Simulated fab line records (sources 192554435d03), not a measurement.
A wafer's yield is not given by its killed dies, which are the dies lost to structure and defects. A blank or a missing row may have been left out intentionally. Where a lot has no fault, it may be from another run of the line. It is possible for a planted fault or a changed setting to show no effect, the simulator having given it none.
Split-lot experiment ; flow n5 finfet ; 21 wafers read across 7 lots, on a route 1938 steps long

ON THE SPLIT
At N5_BEOL_M5_EXPOSE_08 (exposes mask M5, target cd 28 nm), the setting dose mj was moved away from the recipe's 35.75 on 7 of the 21 wafers read, by -6.6% to +5.9%. All remaining wafers had this setting at the recipe value.

FROM THE SPLIT TO THE READING: what the file shows between them, 20 steps
- N5_BEOL_M5_PEB_09: peb time 60 s
- N5_BEOL_M5_DEVELOP_10: develop time 30 s
- N5_BEOL_M5_CD_MEAS_11: target cd 27.74 nm
- N5_BEOL_M5_DESCUM_16: chemistry O2, time 7 s
- N5_BEOL_M5_ETCH_72: etches underlayer in N2/H2, target depth 6.5 nm, time 5.2 s
- N5_BEOL_M5_ETCH_61: etches SiARC in CF4, target depth 15.6 nm, time 26 s
- N5_BEOL_M5_ETCH_62: etches SOC in N2/H2, target depth 75 nm, overetch 15 nm, time 112.5 s
- N5_BEOL_M5_STRIP_63: strips in N2/H2
- N5_BEOL_M5_STRIP_73: strips in N2/H2
- N5_BEOL_M5_HM_OPEN_17: chemistry Cl2/BCl3, target TiN, target depth 20 nm, overetch 6 nm
- N5_BEOL_M5_STRIP_19: strips in O2
- N5_BEOL_M5_CD_MEAS_18: pitch 56 nm, target cd 28 nm
- N5_BEOL_M5_COAT_65: time 60 s, resist thk 60 nm
- N5_BEOL_M5_COAT_66: time 60 s, resist thk 12 nm
- N5_BEOL_M5_DESCUM_33: chemistry O2, time 7 s
- N5_BEOL_M5_ETCH_75: etches underlayer in N2/H2, target depth 6.5 nm, time 5.2 s
- N5_BEOL_M5_ETCH_67: etches SiARC in CF4, target depth 15.6 nm, time 26 s
- N5_BEOL_M5_ETCH_68: etches SOC in N2/H2, target depth 80 nm, overetch 16 nm, time 120 s
- N5_BEOL_M5_PRECLEAN_42: cleans in residue remover, time 60 s
- N5_BEOL_M5_SRD_43: time 30 s

THE READING
cd nm, in nm, at N5_BEOL_M5_CD_MEAS_35 (target cd 28 nm, target cd y 24 nm). On this fab line, fault-free wafers typically give 28.0 nm with a standard deviation of 0.33 nm.

wafer;tool, chamber at the split;dose mj as run;against the recipe;cd nm, nm;against lot-mates on the recipe
L075.2;euv scanner-01, 0;35.75;recipe;27.9;-
L075.4;euv scanner-01, 0;36.82;+3.0%;28.5;+0.6
L075.6;euv scanner-01, 0;35.75;recipe;27.8;-
L078.1;euv scanner-02, 0;35.75;recipe;27.6;-
L078.4;euv scanner-02, 0;35.75;recipe;28.2;-
L078.6;euv scanner-02, 0;33.38;-6.6%;26.1;-1.8
L082.2;euv scanner-02, 0;35.75;recipe;28.3;-
L082.3;euv scanner-02, 0;35.75;recipe;27.8;-
L082.6;euv scanner-02, 0;35.75;recipe;28.2;-
L084.1;euv scanner-01, 0;35.75;recipe;28.3;-
L084.2;euv scanner-01, 0;35.75;recipe;28.3;-
L084.3;euv scanner-01, 0;35.75;recipe;27.9;-
L087.4;euv scanner-02, 0;37.77;+5.7%;28.9;+0.7
L087.5;euv scanner-02, 0;35.75;recipe;28.2;-
L087.6;euv scanner-02, 0;37.77;+5.7%;29.6;+1.4
L093.2;euv scanner-01, 0;35.75;recipe;28.0;-
L093.4;euv scanner-01, 0;33.81;-5.4%;27.8;-0.3
L093.5;euv scanner-01, 0;35.75;recipe;28.3;-
L096.1;euv scanner-01, 0;37.85;+5.9%;29.2;+1.4
L096.4;euv scanner-01, 0;37.85;+5.9%;28.9;+1.1
L096.5;euv scanner-01, 0;35.75;recipe;27.8;-

FIT RESULTS
A straight line over all 21 wafers: cd nm changes by +0.191 nm for each +1% of dose mj; r = +0.88; the points scatter about the line by 0.34 nm.
The same after taking each lot's own level away (the mean of its wafers on the recipe; 21 wafers): +0.196 nm for each +1%; r = +0.91; scatter 0.29 nm.
The reading moves by 1.3 nm for the largest change in dose mj, on that fit.
The span of the lots' own levels, 27.80 to 28.20 nm, comes to 1.2 times the standard deviation stated above.
The two slopes agree, so the slope changes little with the lot-to-lot level.
Check: -1.05 nm against its lot-mates is what the line predicts for one of the wafers moved furthest among these (-6.6%) when that wafer is left out of the fit. Against them it came out at -1.8 nm.

ADDITIONAL SPLITS CARRIED BY THESE WAFERS
Other splits were also applied to these wafers ahead of the reading. Each is held against what the fit with the lots' levels taken away leaves over:
other split on the same wafers;wafers away from the commonest value;r with cd nm (lot level and that fit taken away)
N5_BEOL_M4_DESCUM_33 time s;6;+0.09
N5_BEOL_M4_TRENCH_ETCH_37 bias w;7;+0.01

THE WHOLE CHAIN: every reading that the file lists as answering this split, in the file's order
step;what it does;reading;change (the file's fit);r (the file's)
N5_BEOL_M5_CD_MEAS_11;target cd 27.74 nm;cd nm;+0.245 nm for each +1% of the setting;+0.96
N5_BEOL_M5_DESCUM_16;chemistry O2, time 7 s;BEOL_M5.cd nm (the simulator's own value, which no gauge read);+0.24 nm for each +1% of the setting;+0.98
N5_BEOL_M5_ETCH_72;etches underlayer in N2/H2, target depth 6.5 nm, time 5.2 s;BEOL_M5.cd nm (the simulator's own value, which no gauge read);+0.235 nm for each +1% of the setting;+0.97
N5_BEOL_M5_ETCH_61;etches SiARC in CF4, target depth 15.6 nm, time 26 s;BEOL_M5.cd nm (the simulator's own value, which no gauge read);+0.252 nm for each +1% of the setting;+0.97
N5_BEOL_M5_ETCH_62;etches SOC in N2/H2, target depth 75 nm, overetch 15 nm, time 112.5 s;BEOL_M5.cd nm (the simulator's own value, which no gauge read);+0.22 nm for each +1% of the setting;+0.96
N5_BEOL_M5_CD_MEAS_18;pitch 56 nm, target cd 28 nm;cd nm;+0.235 nm for each +1% of the setting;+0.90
N5_BEOL_M5_ETCH_75;etches underlayer in N2/H2, target depth 6.5 nm, time 5.2 s;BEOL_M5.cd nm (the simulator's own value, which no gauge read);+0.215 nm for each +1% of the setting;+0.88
N5_BEOL_M5_CD_MEAS_35;target cd 28 nm, target cd y 24 nm;cd nm;+0.194 nm for each +1% of the setting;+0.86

THE FILE'S OWN FIT
cd nm changes by +0.194 nm for each +1% of dose mj, r = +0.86.
